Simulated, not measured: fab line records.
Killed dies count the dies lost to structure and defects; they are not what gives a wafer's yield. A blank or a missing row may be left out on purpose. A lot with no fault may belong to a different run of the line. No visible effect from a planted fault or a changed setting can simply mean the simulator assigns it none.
Code-filled problem report in 8D (eight disciplines) form | flow n5 finfet | the parts of the form that need people (team, actions taken, sign-off) are left out

1. THE PROBLEM
Wafers without a fault read 399.97 C, standard deviation 0.22; susceptor temp C at N5_MOL_CONTACT_COAG_PECVD_31 reads a mean of 393.35 C on 6 wafers belonging to 2 lots. Measured from the usual mean, that is -30 standard deviations.
The step: deposits SiO2 from TEOS/O2, target thk 46 nm, time 8.9 s.
Seen first at day 8 08:07 on pecvd-02, wafer L101.2. Wafers with a number at this step in the record: 27, from 9 lots. Rule for "out" (also "out of limits"): further than 4 standard deviations from the usual mean. The other wafers with a number count as sound.

2. WHAT IT IS AND WHAT IT IS NOT
question                    | is                     | is not
which readings at this step | susceptor temp C       | -
which lots                  | L101, L102             | L100, L110, L113, L993, L994, L996, L997
which wafers of those lots  | all that have a number | -
read on which tools         | pecvd-02               | pecvd-03, pecvd-04
when                        | from day 8 08:07       | up to then (15 sound wafers); but 6 sound wafers of L110, L113 came after

3. WHAT RULES OUT EACH SUSPECT
Counting: a tool at any process step up to the reading remains a suspect when it ran all the lots that are out and ran no sound lot after the first of those.
- pecvd-02 at N5_MOL_CONTACT_COAG_PECVD_31 (deposits SiO2 from TEOS/O2, target thk 46 nm, time 8.9 s): kept. It processed each lot that is out, first L101 at day 8 08:07, and no sound lot thereafter; up to then, the last sound lot it processed was L100 at day 7 19:49. Its own readings are out on those wafers: susceptor temp C.
The count leaves pecvd-02 at N5_MOL_CONTACT_COAG_PECVD_31.

4. THE CAUSE (what the simulator had put in)
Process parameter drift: pecvd-02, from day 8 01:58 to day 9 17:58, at N5_MOL_CONTACT_COAG_PECVD_31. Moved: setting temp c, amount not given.
Only this tool survived the counting.

5. THE EFFECT CHAIN, in route order
Each row: a reading whose mean over the struck wafers that have a number lies more than 3 standard deviations from the usual. Only readings whose record carries a usual standard deviation are examined. hours: median over the lots of the time between each lot's start at the first step of this table that gives one and its start at this step. sigmas: the change, counted in usual standard deviations.
hours | step                         | reading          | usual    | on struck wafers | change | sigmas
0     | N5_MOL_CONTACT_COAG_PECVD_31 | susceptor temp C | 399.97 C | 393.35           | -6.62  | -30
It contains these process steps:
- N5_MOL_CONTACT_COAG_PECVD_31: deposits SiO2 from TEOS/O2, target thk 46 nm, time 8.9 s.
Later steps that measure or inspect, where all struck wafers having a row at the step show a number for every such reading and not one has moved that far: N5_MOL_CONTACT_COAG_THK_MEAS_53, N5_BEOL_M4_RC_MEAS_101.

6. WHAT WOULD HAVE CAUGHT IT SOONER
First out-of-limits reading in this record: day 8 08:07, which is 6 hours after fault onset at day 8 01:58.
